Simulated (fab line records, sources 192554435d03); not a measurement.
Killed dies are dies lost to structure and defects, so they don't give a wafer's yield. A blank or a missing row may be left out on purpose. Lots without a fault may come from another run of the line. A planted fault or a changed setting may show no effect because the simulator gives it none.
Chamber matching | flow n5_finfet | N5_BEOL_M15_ILD_DEP_00 on pecvd-01: 3 sister chambers
The step deposits SiO2 from TEOS/O2, target thk 1629.3 nm, time 346.1 s. 3 wafers are shown with their chamber, then 7 later ones without.

WAFERS WITH THEIR CHAMBER
wafer  | chamber | throttle_valve_pct (%)
L562.5 | 0       | 20.0
L570.2 | 2       | 16.1
L571.5 | 1       | 17.7

WAFERS WITHOUT THEIR CHAMBER
wafer  | throttle_valve_pct (%)
L571.6 | 16.1
L577.1 | 16.3
L577.2 | 20.3
L577.3 | 17.6
L580.2 | 20.1
L580.3 | 16.0
L580.4 | 17.6

WHICH CHAMBER EACH WENT THROUGH
wafer  | from the rows above | in truth
L571.6 | 2                   | 2
L577.1 | 2                   | 2
L577.2 | 0                   | 0
L577.3 | 1                   | 1
L580.2 | 0                   | 0
L580.3 | 2                   | 2
L580.4 | 1                   | 1
Placed correctly: 7 of 7. Can't be placed from these rows: 0. Placed wrongly: 0.
How it was worked out, from the rows above alone: a wafer's distance from a chamber is the root of the sum, over the readings, of the square of ((its reading less the chamber's mean) divided by the reading's scatter). The wafer belongs to the nearest chamber; if the next one is less than 2 further off, it can't be placed. A chamber's mean is the mean of its shown wafers. The scatter: with one shown wafer a chamber, the root of the mean of the squares of how far each hidden wafer lies from its nearest shown one.
